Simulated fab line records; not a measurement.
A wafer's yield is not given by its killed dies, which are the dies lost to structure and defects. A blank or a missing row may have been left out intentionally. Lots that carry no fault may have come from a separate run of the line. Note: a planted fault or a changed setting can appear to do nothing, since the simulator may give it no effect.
fab line records	flow n5_finfet
record lots=6	wafers=18	last_day=18
route steps=1938 shown BEOL_M6@1255 BEOL_M7@1263
lots that met no fault: taken from a fault-free run of the same line
start_h: hours from the record's first day to the start of the lot's first wafer shown	wait_h: how many hours have passed since the lot's step before this one	" same as the row above	L1.1+2: several wafers, shown together as one row	- either no value or no given start	* or withheld: withheld	< > ~ a bound
route shown NAME@n: names a module that has steps shown in the file, with the first one's number in the route	usual: average and standard deviation across the fault-free wafers	same: alike in all rows	chamber/n: place in a boat	sites: each site's reading	_std_site: how widely they spread, as a standard deviation	_edge_site: outer sites' mean less inner sites'	radius_mm: how far each site lies from the wafer's centre	mask NAME#n: copy n	behind: the tool/chamber that last shaped the wafer	hold: why the lot went on hold/how many hours it stayed there/how the hold came to an end	device: transistor that didn't switch, given as n, p or np	end of line: tests run on the same wafers once the route is complete	where a step has no rows: the recipe by itself	killed: not the wafer's yield, but the dies lost to structure and defects at the first sort	map: the dies of a wafer, with x for killed, . for not killed, _ for no die there
set.NAME: the setting the step ran with; set.NAME@STEP: the setting that earlier step ran with	model.NAME: the simulator's own value behind a step, which no gauge read
certain route steps with their lots: each step a table, each wafer a row
services: the hour from which a tool's chamber was out of use, counted from the record's first day as start_h (under 0 if before that day), plus the number of hours and why
## steps
# step N5_BEOL_M6_ECD_50
# recipe material=Cu	target_thk_a=3000
# step N5_BEOL_M6_ANNEAL_51
# recipe temp_c=225	time_s=90	ambient=N2
# step N5_BEOL_M6_CMP_52
# recipe stop_on=SiCOH_lowk	t_overpolish_s=6.9	down_force_psi=1	platen_rpm=50	clearing_platen_down_force_psi=1.5	clearing_platen_rpm=50	post_cmp_clean=cu_alkaline	target_thk_nm=80	clearing_platen_pad_velocity_m_s=0.99484	pad_velocity_m_s=0.99484
# usual barrier_field_endpoint_s=29.0/0.72	clearing_platen_down_force_psi=1.4999/0.0029	motor_current_A=6.0/0.67	overpolish_run_s=6.900/0.01	time_to_endpoint_s=63.3/2.8
lot.wafer	tool	chamber	start_h	wait_h	barrier_field_endpoint_s	clearing_platen_down_force_psi	motor_current_A	overpolish_run_s	time_to_endpoint_s
L947.1	cmp-04	3	191.22	0.4	29.0	1.5024	4.7	6.902	63.7
L947.6	"	0	"	"	29.4	1.4981	5.7	6.903	64.0
L947.5	"	1	"	"	29.2	1.4989	6.5	6.909	66.2
L959.4	cmp-04	0	259.86	0.1	28.8	1.5001	5.3	6.895	61.5
L959.1	"	2	"	"	28.6	1.4974	7.0	6.878	65.2
L959.5	"	0	"	"	29.1	1.5052	5.6	6.909	66.4
L960.1	cmp-03	0	276.99	0.3	28.8	1.4963	4.9	6.913	63.3
L960.4	"	1	"	"	28.4	1.5026	5.9	6.895	58.6
L960.6	"	2	"	"	28.5	1.4994	5.7	6.893	61.3
L965.4	cmp-03	0	283.25	0.2	28.7	1.5014	5.2	6.883	64.6
L965.5	"	1	"	"	29.4	1.4984	5.8	6.897	66.1
L965.6	"	2	"	"	28.6	1.5031	6.3	6.900	63.1
L967.2	cmp-01	0	305.50	0.3	28.7	1.5018	6.4	6.905	63.7
L967.3	"	1	"	"	29.0	1.4987	6.3	6.890	65.8
L967.6	"	3	"	"	29.2	1.5004	5.2	6.892	69.9
L968.1	cmp-01	1	334.15	0.3	29.8	1.4977	6.6	6.898	70.0
L968.3	"	0	"	"	30.8	1.4967	6.3	6.912	70.6
L968.5	"	1	"	"	31.4	1.4982	6.2	6.891	68.2
# step N5_BEOL_M6_THK_MEAS_53
# recipe thk_meas_gauge=xrf	reads=Cu_of_BEOL_M6_ECD_50
# usual M6_THK=79.8/1.6
lot.wafer	tool	chamber	start_h	wait_h	M6_THK[nm]
L947.1	film_metro-02	-	191.40	-	81.1
L947.5	"	-	"	"	77.5
L947.6	"	-	"	"	77.2
L959.1	film_metro-01	-	260.15	-	77.4
L959.4	"	-	"	"	78.8
L959.5	"	-	"	"	77.3
L960.1	film_metro-01	-	277.20	-	77.2
L960.4	"	-	"	"	77.5
L960.6	"	-	"	"	79.7
L965.4	film_metro-02	-	283.44	-	81.1
L965.5	"	-	"	"	80.5
L965.6	"	-	"	"	80.1
L967.2	film_metro-02	-	305.72	-	82.5
L967.3	"	-	"	"	82.0
L967.6	"	-	"	"	84.7
L968.1	film_metro-01	-	334.45	-	80.7
L968.3	"	-	"	"	78.3
L968.5	"	-	"	"	80.3
# step N5_BEOL_M6_PRE_CLEAN_55
# recipe gas=NH3	time_s=15	temp_c=withheld	rf_power_w=300
# step N5_BEOL_M6_DEP_56
# recipe material=SiCN	target_thk_a=100	temp_c=withheld	precursor=3MS/NH3	pressure_torr=3	rf_w=202	time_s=17.5
# step N5_BEOL_M6_RS_MEAS_57
# recipe thk_meas_gauge=four-point-probe	reads=Cu_of_BEOL_M6_ECD_50+Co_of_BEOL_M6_CVD_78+TaN_of_BEOL_M6_ALD_77
# usual M6_RS=0.284/0.0057
lot.wafer	tool	chamber	start_h	wait_h	M6_RS[ohm/sq]
L947.1	film_metro-02	-	191.53	0.1	0.281
L947.5	"	-	"	"	0.295
L947.6	"	-	"	"	0.296
L959.1	film_metro-01	-	260.29	0.1	0.289
L959.4	"	-	"	"	0.285
L959.5	"	-	"	"	0.291
L960.1	film_metro-02	-	277.33	0.1	0.291
L960.4	"	-	"	"	0.291
L960.6	"	-	"	"	0.281
L965.4	film_metro-01	-	283.57	0.0	0.279
L965.5	"	-	"	"	0.283
L965.6	"	-	"	"	0.284
L967.2	film_metro-02	-	305.85	0.1	0.278
L967.3	"	-	"	"	0.279
L967.6	"	-	"	"	0.269
L968.1	film_metro-02	-	334.58	0.1	0.276
L968.3	"	-	"	"	0.287
L968.5	"	-	"	"	0.279
# step N5_BEOL_M6_INSPECT_58
# recipe inspect_instrument=darkfield	mode=post_dep
# usual raw_defect_count=69/21
lot.wafer	tool	chamber	start_h	wait_h	raw_defect_count
L947.1	defect_inspect-02	-	191.55	0.0	70
L947.5	"	-	"	"	53
L947.6	"	-	"	"	47
L959.1	defect_inspect-02	-	260.31	0.0	95
L959.4	"	-	"	"	30
L959.5	"	-	"	"	128
L960.1	defect_inspect-01	-	277.37	0.0	50
L960.4	"	-	"	"	83
L960.6	"	-	"	"	53
L965.4	defect_inspect-01	-	283.59	0.0	43
L965.5	"	-	"	"	51
L965.6	"	-	"	"	63
L967.2	defect_inspect-01	-	305.88	0.0	81
L967.3	"	-	"	"	51
L967.6	"	-	"	"	66
L968.1	defect_inspect-02	-	334.60	0.0	57
L968.3	"	-	"	"	62
L968.5	"	-	"	"	83
# step N5_BEOL_M7_ILD_DEP_00
# recipe material=SiCOH_lowk	target_thk_a=1797.5	temp_c=300	precursor=DEMS/porogen	pressure_torr=5	rf_w=500	time_s=33.4
# step N5_BEOL_M7_CURE_74
# recipe temp_c=385	time_s=240	ambient=He/Ar	material=SiCOH_lowk
# usual lamp_power_pct=52.31/0.055	wafer_temp_C_max=387.0/0.52
lot.wafer	tool	chamber	start_h	wait_h	lamp_power_pct	wafer_temp_C_max
L947.1	uv_cure-01	1	191.66	0.0	52.19	387.8
L947.5	"	1	"	"	52.27	386.9
L947.6	"	1	"	"	52.33	387.0
L959.1	uv_cure-02	0	260.41	0.0	52.36	386.8
L959.4	"	0	"	"	52.29	386.8
L959.5	"	0	"	"	52.37	386.6
L960.1	uv_cure-03	1	277.47	0.0	52.18	387.5
L960.4	"	1	"	"	52.30	387.3
L960.6	"	1	"	"	52.29	388.0
L965.4	uv_cure-01	0	283.93	0.3	52.27	386.3
L965.5	"	0	"	"	52.37	387.1
L965.6	"	0	"	"	52.25	385.8
L967.2	uv_cure-03	0	306.06	0.1	52.25	386.7
L967.3	"	0	"	"	52.35	387.7
L967.6	"	0	"	"	52.31	386.8
L968.1	uv_cure-03	2	334.70	0.0	52.37	386.6
L968.3	"	2	"	"	52.29	387.4
L968.5	"	2	"	"	52.37	386.2
# step N5_BEOL_M7_THK_MEAS_01
# recipe reads=SiCOH_lowk_of_BEOL_M7_ILD_DEP_00
# usual M7_ILD_THK=154.8/2
lot.wafer	tool	chamber	start_h	wait_h	M7_ILD_THK[nm]
L947.1	film_metro-02	-	192.17	0.4	153.4
L947.5	"	-	"	"	156.7
L947.6	"	-	"	"	156.5
L959.1	film_metro-01	-	260.93	0.4	155.8
L959.4	"	-	"	"	159.2
L959.5	"	-	"	"	157.1
L960.1	film_metro-01	-	277.98	0.4	155.0
L960.4	"	-	"	"	153.4
L960.6	"	-	"	"	156.9
L965.4	film_metro-02	-	284.21	0.2	159.2
L965.5	"	-	"	"	157.0
L965.6	"	-	"	"	156.0
L967.2	film_metro-02	-	306.49	0.4	152.5
L967.3	"	-	"	"	153.8
L967.6	"	-	"	"	157.1
L968.1	film_metro-02	-	335.70	0.8	152.7
L968.3	"	-	"	"	154.1
L968.5	"	-	"	"	155.9
# step N5_BEOL_M7_PECVD_70
# recipe material=SiO2	target_thk_a=200	temp_c=400	precursor=TEOS/O2	pressure_torr=5.5	rf_w=450	teos_flow_sccm=53.8	gas=O2	flow_sccm=3000	time_s=22.7
# step N5_BEOL_M7_HM_DEP_02
# recipe material=TiN	target_thk_a=200	temp_c=25	chamber_pressure_pa=0.49996
# usual chamber_pressure_pa=0.5000/0.00094	substrate_temp_c=25.01/0.098	throttle_valve_pct=30.1/1.1
lot.wafer	tool	chamber	start_h	wait_h	chamber_pressure_pa	substrate_temp_c	throttle_valve_pct
L947.1	pvd_sputter-02	-	192.44	0.2	0.4994	25.10	33.1
L947.5	"	-	"	"	0.4989	24.90	27.9
L947.6	"	-	"	"	0.5002	24.95	29.9
L959.1	pvd_sputter-02	-	261.72	0.7	-	-	-
L959.4	"	-	"	"	-	-	-
L959.5	"	-	"	"	-	-	-
L960.1	pvd_sputter-01	-	279.01	1.0	-	-	-
L960.4	"	-	"	"	-	-	-
L960.6	"	-	"	"	-	-	-
L965.4	pvd_sputter-01	-	285.18	0.9	0.5014	25.04	30.4
L965.5	"	-	"	"	0.5014	25.02	30.4
L965.6	"	-	"	"	0.4987	24.97	31.1
L967.2	pvd_sputter-01	-	310.56	4.0	0.4984	25.00	30.6
L967.3	"	-	"	"	0.5006	25.02	29.5
L967.6	"	-	"	"	0.4997	25.02	30.7
L968.1	pvd_sputter-03	-	336.37	0.6	0.4986	24.88	29.9
L968.3	"	-	"	"	0.5010	24.94	30.5
L968.5	"	-	"	"	0.5003	24.99	28.9
# step N5_BEOL_M7_COAT_59
# recipe resist=SOC	temp_c=250	time_s=60	spin_rpm=1500	resist_thk_nm=100
# step N5_BEOL_M7_COAT_60
# recipe resist=SiARC	temp_c=220	time_s=60	spin_rpm=1500	resist_thk_nm=35
# step N5_BEOL_M7_COAT_05
# recipe resist=CAR-ArF	spin_rpm=1500	resist_thk_nm=90
# step N5_BEOL_M7_EBR_07
# recipe solvent=PGMEA	ebr_width_mm=1.5
# step N5_BEOL_M7_SOFTBAKE_06
# recipe temp_c=110	time_s=60	resist=CAR-ArF
# step N5_BEOL_M7_EXPOSE_08
# recipe mask_id=M7	na=1.35	source_shape=dipole	sigma_inner=0.817	sigma_outer=0.97	polarization=te	dose_mj=68.25
# step N5_BEOL_M7_PEB_09
# recipe peb_temp_c=withheld	peb_time_s=60	resist=CAR-ArF
# step N5_BEOL_M7_DEVELOP_10
# recipe develop_time_s=30	developer=TMAH	resist=CAR-ArF	rinse_liquid=diw	dry=air_spin	dev_temp_c=23
# step N5_BEOL_M7_CD_MEAS_11
# recipe target_cd_nm=38.5	landing_energy_ev=500	detector=se_inlens	polarity=opening
# usual cd_nm=38.6/0.4
lot.wafer	tool	chamber	start_h	wait_h	cd_nm
L947.1	cd_sem-03	0	192.81	-	38.9
L947.5	"	0	"	"	38.5
L947.6	"	0	"	"	39.1
L959.1	cd_sem-02	0	262.22	-	38.6
L959.4	"	0	"	"	38.6
L959.5	"	0	"	"	38.4
L960.1	cd_sem-01	0	279.50	-	39.2
L960.4	"	0	"	"	38.7
L960.6	"	0	"	"	38.5
L965.4	cd_sem-01	0	285.68	-	38.3
L965.5	"	0	"	"	38.9
L965.6	"	0	"	"	38.6
L967.2	cd_sem-03	0	311.06	-	38.4
L967.3	"	0	"	"	38.4
L967.6	"	0	"	"	38.7
L968.1	cd_sem-02	0	336.87	-	38.2
L968.3	"	0	"	"	38.3
L968.5	"	0	"	"	38.2
# step N5_BEOL_M7_OVL_MEAS_12
# recipe points_per_wafer=44
# usual M7_OVL=0.1/0.66
lot.wafer	tool	chamber	start_h	wait_h	M7_OVL[nm]
L947.1	overlay-01	0	192.85	0.0	-0.4
L947.5	"	0	"	"	0.0
L947.6	"	0	"	"	-0.4
L959.1	overlay-02	0	262.25	0.0	-0.4
L959.4	"	0	"	"	0.8
L959.5	"	0	"	"	-0.4
L960.1	overlay-01	0	279.53	0.0	0.2
L960.4	"	0	"	"	0.0
L960.6	"	0	"	"	-0.4
L965.4	overlay-02	0	285.71	0.0	-0.7
L965.5	"	0	"	"	-0.4
L965.6	"	0	"	"	0.3
L967.2	overlay-02	0	311.09	0.0	0.3
L967.3	"	0	"	"	0.7
L967.6	"	0	"	"	1.1
L968.1	overlay-02	0	336.90	0.0	0.1
L968.3	"	0	"	"	0.2
L968.5	"	0	"	"	0.7
# step N5_BEOL_M7_INSPECT_13
# recipe mode=adi	inspect_instrument=brightfield
# usual raw_defect_count=398/88
lot.wafer	tool	chamber	start_h	wait_h	raw_defect_count
L947.1	defect_inspect-02	-	192.87	0.0	493
L947.5	"	-	"	"	339
L947.6	"	-	"	"	374
L959.1	defect_inspect-01	-	262.27	0.0	291
L959.4	"	-	"	"	184
L959.5	"	-	"	"	337
L960.1	defect_inspect-01	-	279.56	0.0	283
L960.4	"	-	"	"	238
L960.6	"	-	"	"	234
L965.4	defect_inspect-02	-	285.73	0.0	337
L965.5	"	-	"	"	311
L965.6	"	-	"	"	317
L967.2	defect_inspect-02	-	311.11	0.0	490
L967.3	"	-	"	"	486
L967.6	"	-	"	"	353
L968.1	defect_inspect-01	-	336.92	0.0	410
L968.3	"	-	"	"	339
L968.5	"	-	"	"	342
# step N5_BEOL_M7_DESCUM_16
# recipe chemistry=O2	time_s=7.9	source_power_w=50	bias_power_w=20	pressure_mtorr=20	rf_frequency_hz=2.712e+07	temp_c=40	resist=CAR-ArF	o2_flow_sccm=225
# usual drypump_motor_current_A=5.9/0.33	oes_product_au=0.80/0.091	rf_vpp_V=243.4/1	showerhead_plenum_p_Torr=2.11/0.043	temp_c=40.00/0.12	throttle_valve_pct=20.42/0.24
lot.wafer	tool	chamber	start_h	wait_h	drypump_motor_current_A	oes_product_au	rf_hours_counter_h	rf_vpp_V	showerhead_plenum_p_Torr	temp_c	throttle_valve_pct
L947.1	rie_diel-05	3	193.02	0.2	6.0	0.70	224	244.2	2.16	39.83	20.43
L947.5	"	2	"	"	5.5	0.82	-	242.7	2.13	39.97	20.38
L947.6	"	1	"	"	5.9	0.87	-	244.2	2.13	40.13	20.04
L959.1	rie_diel-05	1	262.45	0.2	5.9	0.83	60	242.7	2.12	40.01	20.06
L959.4	"	2	"	"	5.5	0.80	86	245.3	2.12	40.14	20.42
L959.5	"	3	"	"	6.0	0.69	-	243.6	2.15	40.01	20.48
L960.1	rie_diel-01	1	279.61	0.1	5.9	0.95	8	242.7	2.05	40.04	20.11
L960.4	"	0	"	"	6.3	0.93	20	243.9	2.14	39.85	20.01
L960.6	"	3	"	"	5.8	0.77	-	242.3	2.01	40.04	20.71
L965.4	rie_diel-05	0	285.78	0.0	6.1	0.82	-	243.6	2.12	40.15	20.62
L965.5	"	2	"	"	5.5	0.79	-	243.0	2.12	39.87	20.43
L965.6	"	1	"	"	5.9	0.84	-	243.8	2.12	39.93	20.07
L967.2	rie_diel-05	0	311.15	0.0	6.1	0.82	83	243.2	2.12	39.91	20.64
L967.3	"	2	"	"	5.5	0.77	102	243.6	2.11	40.25	20.43
L967.6	"	3	"	"	6.0	0.95	-	244.4	2.15	39.76	20.14
L968.1	rie_diel-01	2	336.96	0.0	5.5	0.97	7	244.9	2.15	40.17	20.42
L968.3	"	3	"	"	5.8	0.75	164	242.3	2.00	39.99	20.74
L968.5	"	3	"	"	5.8	0.75	-	243.8	2.00	40.02	20.72
# step N5_BEOL_M7_ETCH_61
# recipe chemistry=CF4	target=SiARC	target_depth_a=455	mask_material=CAR-ArF	time_s=75.8	ion_energy_ev=80	pressure_mtorr=40	source_w=545	bias_w=36	Ar_flow_sccm=100	cf4_flow_sccm=100	ends=cleared
# step N5_BEOL_M7_ETCH_62
# recipe chemistry=N2/H2	target=SOC	target_depth_a=1100	overetch_a=220	mask_material=SiARC	temp_c=40	time_s=165	ion_energy_ev=200	pressure_mtorr=30	source_w=840	bias_w=150	n2_flow_sccm=200	h2_flow_sccm=200
# step N5_BEOL_M7_STRIP_68
# recipe chemistry=N2/H2	temp_c=40	n2_flow_sccm=200	h2_flow_sccm=200	rf_frequency_hz=6e+07
# step N5_BEOL_M7_STRIP_67
# recipe chemistry=CF4	resist=SiARC	power_w=300	bias_power_w=75	pressure_mtorr=50	cf4_flow_sccm=150	rf_frequency_hz=6e+07
# usual drypump_motor_current_A=5.9/0.33	oes_product_au=0.80/0.086	rf_vpp_V=271.4/1.1	showerhead_plenum_p_Torr=1.81/0.031	throttle_valve_pct=13.57/0.26
lot.wafer	tool	chamber	start_h	wait_h	drypump_motor_current_A	oes_product_au	rf_hours_counter_h	rf_vpp_V	showerhead_plenum_p_Torr	throttle_valve_pct
L947.1	rie_diel-05	3	193.26	0.0	6.0	0.70	224	270.5	1.83	13.63
L947.5	"	2	"	"	5.5	0.81	-	271.0	1.81	13.40
L947.6	"	1	"	"	5.9	0.87	-	270.6	1.83	13.22
L959.1	rie_diel-05	1	262.68	0.0	5.9	0.85	60	271.9	1.82	13.25
L959.4	"	2	"	"	5.5	0.79	86	270.0	1.80	13.44
L959.5	"	3	"	"	6.0	0.69	-	271.1	1.83	13.67
L960.1	rie_diel-01	1	279.85	0.0	6.0	0.94	8	270.3	1.77	13.24
L960.4	"	0	"	"	6.3	0.91	20	272.6	1.83	13.13
L960.6	"	3	"	"	5.8	0.77	-	269.6	1.73	13.89
L965.4	rie_diel-05	0	286.01	0.0	6.1	0.83	-	271.2	1.82	13.68
L965.5	"	2	"	"	5.5	0.78	-	271.1	1.80	13.47
L965.6	"	1	"	"	5.9	0.84	-	271.8	1.82	13.28
L967.2	rie_diel-05	0	311.38	0.0	6.0	0.81	83	271.3	1.81	13.69
L967.3	"	2	"	"	5.5	0.78	102	271.6	1.80	13.49
L967.6	"	3	"	"	6.0	0.93	-	273.2	1.83	13.09
L968.1	rie_diel-01	2	337.19	0.0	5.5	0.96	8	272.1	1.84	13.49
L968.3	"	3	"	"	5.8	0.75	165	267.9	1.73	13.95
L968.5	"	3	"	"	5.8	0.74	-	269.5	1.73	13.92
# step N5_BEOL_M7_HM_OPEN_17
# recipe chemistry=Cl2/BCl3	target_depth_a=200	overetch_a=60	target=TiN	mask_material=SOC	ion_energy_ev=150	pressure_mtorr=10	icp_w=1000	bias_w=126	Cl2_flow_sccm=53.25	bcl3_flow_sccm=21.75	Ar_flow_sccm=25
# usual drypump_motor_current_A=5.7/0.57	oes_product_au=0.67/0.095	throttle_valve_pct=21.98/0.14
lot.wafer	tool	chamber	start_h	wait_h	drypump_motor_current_A	oes_product_au	rf_hours_counter_h	throttle_valve_pct	model.etch.depth_nm
L947.1	rie_metal-03	0	193.30	0.0	5.5	0.52	126	22.04	20.2
L947.5	"	0	"	"	5.5	0.52	-	22.05	20.12
L947.6	"	0	"	"	5.5	0.52	-	22.06	20.14
L959.1	rie_metal-02	1	262.73	0.0	6.0	0.33	11	22.62	0
L959.4	"	1	"	"	6.0	0.33	-	22.61	0
L959.5	"	1	"	"	6.0	0.33	-	22.64	0
L960.1	rie_metal-02	0	279.89	0.0	4.8	0.29	45	22.66	0
L960.4	"	0	"	"	4.8	0.30	-	22.66	0
L960.6	"	1	"	"	6.0	0.33	-	22.64	0
L965.4	rie_metal-01	1	286.07	0.1	5.2	0.66	-	21.84	20.16
L965.5	"	0	"	"	6.5	0.54	-	22.12	20.16
L965.6	"	1	"	"	5.2	0.67	-	21.82	20.38
L967.2	rie_metal-02	0	311.42	0.0	4.8	0.65	47	22.02	19.99
L967.3	"	1	"	"	6.0	0.74	-	21.98	20.04
L967.6	"	0	"	"	4.8	0.66	-	21.98	20.35
L968.1	rie_metal-01	1	337.23	0.0	5.2	0.64	49	21.84	20.05
L968.3	"	1	"	"	5.2	0.65	-	21.84	20.2
L968.5	"	1	"	"	5.2	0.65	-	21.83	20.35
# step N5_BEOL_M7_STRIP_19
# recipe chemistry=O2	power_w=400	temp_c=40	pressure_mtorr=30	rf_frequency_hz=6e+07	bias_power_w=0	overash_fraction=0.2	o2_flow_sccm=225
# usual drypump_motor_current_A=5.9/0.32	oes_product_au=0.80/0.093	rf_vpp_V=3.7/0.64	showerhead_plenum_p_Torr=2.11/0.044	temp_c=40.01/0.13	throttle_valve_pct=16.66/0.25
lot.wafer	tool	chamber	start_h	wait_h	drypump_motor_current_A	oes_product_au	rf_hours_counter_h	rf_vpp_V	showerhead_plenum_p_Torr	temp_c	throttle_valve_pct
L947.1	rie_diel-01	2	193.50	0.2	5.5	0.68	216	3.1	2.16	39.99	17.01
L947.5	"	0	"	"	6.3	0.66	-	3.7	2.15	39.87	16.64
L947.6	"	1	"	"	5.9	0.68	-	4.4	2.06	40.09	16.72
L959.1	rie_diel-02	1	263.10	0.3	6.3	0.71	200	3.2	2.07	39.82	16.94
L959.4	"	2	"	"	6.3	0.90	33	4.5	2.13	39.87	16.67
L959.5	"	0	"	"	5.4	0.78	-	3.1	2.10	39.87	16.62
L960.1	rie_diel-05	0	280.19	0.3	6.0	0.83	72	3.7	2.13	40.02	16.82
L960.4	"	3	"	"	6.0	0.68	250	4.3	2.16	40.04	16.75
L960.6	"	3	"	"	6.0	0.68	-	3.7	2.16	40.05	16.78
L965.4	rie_diel-01	0	286.16	0.1	6.3	0.91	22	3.4	2.14	40.16	16.23
L965.5	"	0	"	"	6.3	0.93	-	3.0	2.14	40.11	16.23
L965.6	"	1	"	"	5.9	0.95	-	4.3	2.05	39.90	16.33
L967.2	rie_diel-02	3	311.55	0.1	5.7	0.70	186	2.8	2.08	40.27	16.52
L967.3	"	2	"	"	6.3	0.88	47	3.9	2.13	40.19	16.71
L967.6	"	0	"	"	5.4	0.76	-	3.4	2.10	40.12	16.64
L968.1	rie_diel-05	2	337.49	0.2	5.5	0.77	109	4.2	2.12	40.16	16.67
L968.3	"	1	"	"	5.9	0.82	82	2.8	2.12	40.09	16.35
L968.5	"	0	"	"	6.1	0.82	-	4.2	2.12	39.98	16.86
# step N5_BEOL_M7_CD_MEAS_18
# recipe pitch_nm=80	target_cd_nm=40
# usual cd_nm=40.1/0.43
lot.wafer	tool	chamber	start_h	wait_h	cd_nm
L947.1	cd_sem-01	-	193.57	0.0	40.4
L947.5	"	-	"	"	39.7
L947.6	"	-	"	"	40.6
L959.1	cd_sem-02	-	263.17	0.0	-
L959.4	"	-	"	"	-
L959.5	"	-	"	"	-
L960.1	cd_sem-01	-	280.26	0.0	-
L960.4	"	-	"	"	-
L960.6	"	-	"	"	-
L965.4	cd_sem-02	-	286.24	0.1	40.4
L965.5	"	-	"	"	40.3
L965.6	"	-	"	"	40.2
L967.2	cd_sem-03	-	311.63	0.1	39.9
L967.3	"	-	"	"	40.1
L967.6	"	-	"	"	39.9
L968.1	cd_sem-03	-	337.56	0.0	39.6
L968.3	"	-	"	"	40.2
L968.5	"	-	"	"	40.3
# step N5_BEOL_M7_COAT_63
# recipe resist=SOC	temp_c=250	time_s=60	spin_rpm=1500	resist_thk_nm=60
## services
tool	chamber	start_h	hours	kind
uv_cure-01	-	177.16	1.0	pm
rie_diel-02	3	191.01	10.1	repair
rie_metal-02	-	205.59	28.1	pm
uv_cure-03	-	205.77	1.0	pm
rie_diel-05	1	210.89	6.7	repair
cmp-03	-	220.46	0.3	repair
cmp-03	-	226.68	4.0	pm
cmp-01	-	230.12	0.3	repair
cmp-04	-	232.23	4.0	pm
uv_cure-01	-	233.67	7.5	pm
rie_metal-02	-	233.69	2.8	pm
cmp-03	-	240.87	2.0	repair
uv_cure-03	-	241.28	22.2	pm
cmp-04	-	243.54	1.9	repair
rie_metal-02	0	249.11	16.4	repair
rie_metal-01	0	249.94	7.1	repair
rie_diel-02	-	275.29	0.6	repair
cmp-01	-	277.20	1.9	repair
cmp-04	-	281.86	3.0	pm
cmp-04	-	288.89	1.8	repair
cmp-01	-	292.69	1.4	repair
cmp-01	-	298.24	4.0	pm
rie_diel-02	-	303.01	0.5	repair
rie_diel-01	0	311.36	5.4	repair
## key
first_sign step=N5_BEOL_M7_HM_DEP_02	reading=tool_record	direction=missing
effect step=N5_BEOL_M7_HM_OPEN_17	reading=oes_product_au	direction=down	sigmas=3.7	usual=0.67	struck=0.32
effect step=N5_BEOL_M7_CD_MEAS_18	reading=cd_nm	direction=missing
model_effect step=N5_BEOL_M7_HM_OPEN_17	value=etch.depth_nm	without=20.17	struck=0
met_at N5_BEOL_M7_HM_DEP_02
struck_wafers L959.1,L959.4,L959.5,L960.1,L960.4,L960.6
later_rows_left_out L959.1,L959.4,L959.5,L960.1,L960.4,L960.6
sort_left_out L959.1,L959.4,L959.5,L960.1,L960.4,L960.6
onset_between 192.44 261.72
fault kind=skipped_step_whole	tool=pvd_sputter-01,pvd_sputter-02	chamber=-	onset_h=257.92	steps=N5_BEOL_M7_HM_DEP_02	scope=struck_lots_only
# sort_left_out: the simulated sort isn't trusted on such a fault, so these wafers' sort isn't shown, and their yield isn't known
# later_rows_left_out: the simulator's readings of these wafers behind a module that went badly wrong aren't trusted and aren't shown, but for the sort
